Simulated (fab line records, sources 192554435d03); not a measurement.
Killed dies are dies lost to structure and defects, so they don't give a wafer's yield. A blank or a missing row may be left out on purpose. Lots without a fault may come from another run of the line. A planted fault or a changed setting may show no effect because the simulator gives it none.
Which tool did it? | flow n5_finfet | 10 lots, 26 wafers sampled, at 5 steps of a route of 1938

WHAT THE GAUGES READ, wafer by wafer
N5_BEOL_M4_RC_MEAS_101.
lot  | measured     | on        | IOFF_N_LONG (nA/um)
L373 | day 8 10:38  | prober-01 | 5.22e-05 5.24e-05 5.41e-05
L374 | day 9 04:32  | prober-02 | 5.47e-05 5.57e-05 5.5e-05
L375 | day 9 11:28  | prober-01 | 5.31e-05 5.24e-05 5.19e-05
L384 | day 11 20:53 | prober-01 | 5.26e-05 0.0001595
L387 | day 12 04:52 | prober-02 | 4.99e-05 4.88e-05
L389 | day 12 22:58 | prober-02 | 5.74e-05 5.54e-05 5.75e-05
L391 | day 13 09:13 | prober-01 | 5.19e-05 5.21e-05 5.14e-05
L394 | day 14 06:13 | prober-02 | 5.1e-05 5.19e-05
L395 | day 14 05:49 | prober-01 | 5.28e-05 5.38e-05 5.33e-05
L396 | day 15 04:48 | prober-01 | 5.4e-05 5.53e-05

WHICH TOOL RAN EACH LOT (tool, then ch and the chambers of the sampled wafers, then the start)
lot  | N5_HKMG_FIN_STRIP_34              | N5_HKMG_FIN_ALD_91                 | N5_HKMG_FIN_STRIP_88                | N5_HKMG_FIN_W_FILL_22
L373 | rie_diel-06 ch 0,2,3, day 4 08:00 | ald_metal-03 ch 0,1,2, day 4 08:42 | plasma_asher-02 ch 0,1, day 4 09:17 | cvd_w-02 ch 0,1, day 4 11:17
L374 | rie_diel-02 ch 1,2,3, day 4 14:25 | ald_metal-03 ch 0,3, day 4 15:07   | plasma_asher-02 ch 0,1, day 4 15:43 | cvd_w-02 ch 0,1, day 4 17:42
L375 | rie_diel-06 ch 0,2,3, day 4 22:47 | ald_metal-02 ch 0,2,3, day 4 23:30 | plasma_asher-02 ch 0,1, day 5 00:34 | cvd_w-01 ch 0,1, day 5 02:28
L384 | rie_diel-05 ch 0,2, day 7 04:36   | ald_metal-01 ch 0,1, day 7 05:18   | plasma_asher-01 ch 0,1, day 7 05:59 | cvd_w-02 ch 0, day 7 08:05
L387 | rie_diel-06 ch 1, day 7 17:16     | ald_metal-03 ch 1, day 7 17:58     | plasma_asher-01 ch 1, day 7 18:40   | cvd_w-02 ch 0, day 7 20:51
L389 | rie_diel-02 ch 2,3, day 8 01:59   | ald_metal-02 ch 0,2,3, day 8 02:41 | plasma_asher-01 ch 0,1, day 8 03:17 | cvd_w-01 ch 1, day 8 05:20
L391 | rie_diel-05 ch 0,1, day 8 15:57   | ald_metal-02 ch 1,2, day 8 16:39   | plasma_asher-02 ch 1, day 8 17:22   | cvd_w-02 ch 0,1, day 8 19:21
L394 | rie_diel-02 ch 1,3, day 9 11:37   | ald_metal-02 ch 0,3, day 9 12:19   | plasma_asher-02 ch 1, day 9 12:58   | cvd_w-01 ch 0, day 9 14:58
L395 | rie_diel-02 ch 2,3, day 9 15:50   | ald_metal-02 ch 0,2, day 9 16:33   | plasma_asher-01 ch 0,1, day 9 17:08 | cvd_w-01 ch 0,1, day 9 19:07
L396 | rie_diel-05 ch 0,1, day 9 22:09   | ald_metal-02 ch 2,3, day 9 22:50   | plasma_asher-02 ch 0,1, day 9 23:34 | cvd_w-02 ch 0, day 10 01:26
- N5_HKMG_FIN_STRIP_34: strips in CF4.
- N5_HKMG_FIN_ALD_91: deposits TiN, target thk 1 nm, pulse time 1 s, purge time 3 s.
- N5_HKMG_FIN_STRIP_88: strips in N2/H2, time 360 s.
- N5_HKMG_FIN_W_FILL_22: material W, target thk 60 nm, time 18.2 s.

THE ANSWER, worked out from the rows above alone
Rule: what is usual is taken from the lots themselves. Put in order of their means at a reading, lots are off if they are a third of the lots or fewer, leave a main group of 4 or more, and stand apart from it by a gap of 3 or more times the standard deviation of the main group's means; of several such gaps the widest counts. A main group whose means are all the same, to the digits that the tables above print for the reading, isn't used. A lot without any number at a reading at which 4 lots or more have one is off too. The other lots that the step has rows for count as sound.
Off: L384, at N5_BEOL_M4_RC_MEAS_101 (IOFF_N_LONG). The main group: mean 5.31e-05 nA/um, standard deviation 2.1e-06.
A tool fits if, at a process step before that reading, it ran every lot that is off, and no sound lot after the first of them. The gauges at N5_BEOL_M4_RC_MEAS_101 are tried like those tools. One fits: ald_metal-01 at N5_HKMG_FIN_ALD_91. It ran no sound lot before its first lot that is off in this sample, so the start can't be narrowed down.

WHAT THE SIMULATOR HAD PUT IN
Process parameter drift: ald_metal-01, from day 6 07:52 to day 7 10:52, at N5_HKMG_FIN_ALD_91. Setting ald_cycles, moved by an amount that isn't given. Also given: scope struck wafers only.
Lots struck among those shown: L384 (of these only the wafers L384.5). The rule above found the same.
